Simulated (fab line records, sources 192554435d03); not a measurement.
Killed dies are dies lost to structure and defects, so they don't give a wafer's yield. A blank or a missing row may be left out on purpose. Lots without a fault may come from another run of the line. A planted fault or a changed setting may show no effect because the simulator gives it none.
A struck lot beside a sound one | flow n5_finfet | 37 steps out of a route of 1938
Sound: wafers L792.1, L792.2, L792.4. Struck: wafer L803.5. (L803.6 of the same lot was not struck and is left out.) The cause comes at the end.
At each step with rows: each side's tool, then ch and its chambers, then its first start. Under that, the readings that differ: sound wafers | struck wafers | difference of the means | sigmas: that difference in standard deviations of wafers without a fault.
alike: readings whose means differ by less than 2 such deviations, and words and numbers that are the same on both sides. not compared: withheld readings, readings that some wafer has no value for, bounds like >300 that may hide the same value, and numbers for which the record gives no deviation and whose values overlap.
The two part at a step that has a row with sigmas, a row that says differs or no value, or rows on one side only. Numbers that don't overlap but have no deviation are shown without sigmas and don't part them. A reading that every wafer of one side lacks parts them only if that side has two wafers or more.

first, 8 steps without rows for these wafers: N5_BEOL_M6_SPUTTER_48 (material Cu, target thk 10 nm, time 1.667 s); N5_BEOL_M6_ECD_50 (material Cu, target thk 300 nm); N5_BEOL_M6_ANNEAL_51 (time 90 s); N5_BEOL_M6_CMP_52 (polishes, stops on SiCOH lowk, t overpolish 6.9 s, target thk 80 nm); N5_BEOL_M6_PRE_CLEAN_55 (time 15 s); N5_BEOL_M6_DEP_56 (deposits SiCN from 3MS/NH3, target thk 10 nm, time 17.5 s); N5_BEOL_M7_ILD_DEP_00 (deposits SiCOH lowk from DEMS/porogen, target thk 179.75 nm, time 33.4 s); N5_BEOL_M7_CURE_74 (cures SiCOH lowk, time 240 s).
N5_BEOL_M7_PECVD_70: deposits SiO2 from TEOS/O2, target thk 20 nm, time 22.7 s.
  sound on pecvd-03 ch 0,2, day 10 03:04; struck on pecvd-03 ch 1, day 13 00:11
  reading                                    | sound          | struck | difference | sigmas
  model.SiO2_of_BEOL_M7_PECVD_70.thk_nm (nm) | 19.8 19.8 19.8 | 13.4   | -6.4       |
  alike: heater_power_w, showerhead_plenum_p_Torr, throttle_valve_pct
then, 25 steps without rows for these wafers: N5_BEOL_M7_HM_DEP_02 (deposits TiN, target thk 20 nm); N5_BEOL_M7_COAT_59 (time 60 s, resist thk 100 nm); N5_BEOL_M7_COAT_60 (time 60 s, resist thk 35 nm); N5_BEOL_M7_COAT_05 (resist thk 90 nm); N5_BEOL_M7_EBR_07; N5_BEOL_M7_SOFTBAKE_06 (time 60 s); N5_BEOL_M7_EXPOSE_08 (exposes mask M7); N5_BEOL_M7_PEB_09 (peb time 60 s); N5_BEOL_M7_DEVELOP_10 (develop time 30 s); N5_BEOL_M7_DESCUM_16 (chemistry O2, time 7.9 s); N5_BEOL_M7_ETCH_61 (etches SiARC in CF4, target depth 45.5 nm, time 75.8 s); N5_BEOL_M7_ETCH_62 (etches SOC in N2/H2, target depth 110 nm, overetch 22 nm, time 165 s); N5_BEOL_M7_STRIP_68 (strips in N2/H2); N5_BEOL_M7_STRIP_67 (strips in CF4); N5_BEOL_M7_HM_OPEN_17 (chemistry Cl2/BCl3, target TiN, target depth 20 nm, overetch 6 nm); N5_BEOL_M7_STRIP_19 (strips in O2); N5_BEOL_M7_COAT_63 (time 60 s, resist thk 60 nm); N5_BEOL_M7_COAT_64 (time 60 s, resist thk 12 nm); N5_BEOL_M7_COAT_71 (time 60 s, resist thk 5 nm); N5_BEOL_M7_COAT_22 (resist thk 30 nm); N5_BEOL_M7_EBR_24; N5_BEOL_M7_SOFTBAKE_23 (time 60 s); N5_BEOL_M7_EXPOSE_25 (exposes mask V6, target cd 40 nm); N5_BEOL_M7_PEB_26 (peb time 60 s); N5_BEOL_M7_DEVELOP_27 (develop time 30 s).
N5_BEOL_M7_HM_STRIP_39: strips TiN in peroxide tin strip, target depth 25 nm, time 158 s.
  sound on wet_bench-04 ch 3,4,5, day 10 07:43; struck on wet_bench-02 ch 7, day 13 04:21
  reading                                    | sound          | struck | difference | sigmas
  model.SiO2_of_BEOL_M7_PECVD_70.thk_nm (nm) | 19.6 19.6 19.8 | 13.2   | -6.5       |
N5_BEOL_M7_CMP_52: polishes, stops on SiCOH lowk, t overpolish 6.9 s, target thk 80 nm.
  sound on cmp-03 ch 0,2,3, day 10 09:40; struck on cmp-02 ch 2, day 13 07:43
  reading                      | sound          | struck | difference | sigmas
  barrier_field_endpoint_s (s) | 28.7 29.0 29.5 | 21.3   | -7.8       | -11
  alike: motor_current_A
-- the record jumps here: 3 days lie between the struck wafers' starts before and after (it left off in module BEOL_M7 and takes up again in module PASSIVATION, whose first step shown is number 1936 of the route) --
N5_PASSIVATION_PROBE_49:
  sound on prober-02, day 13 06:02; struck on prober-02, day 16 08:13
  alike: defect_limited_yield, killed_at_M0_to_M3, killed_at_M4_up, killed_at_contacts, killed_at_front_end, killed_at_other, killed_dies, killed_open, killed_short, sort_bin_5_function, sort_bin_6_memory, sort_bin_8_speed, sort_n_pass, sort_yield_pct

WHERE THEY PART
Only at N5_BEOL_M7_CMP_52, within this record. Later steps at which nothing parts them and some readings are alike: N5_PASSIVATION_PROBE_49.

WHY: what the simulator had put in
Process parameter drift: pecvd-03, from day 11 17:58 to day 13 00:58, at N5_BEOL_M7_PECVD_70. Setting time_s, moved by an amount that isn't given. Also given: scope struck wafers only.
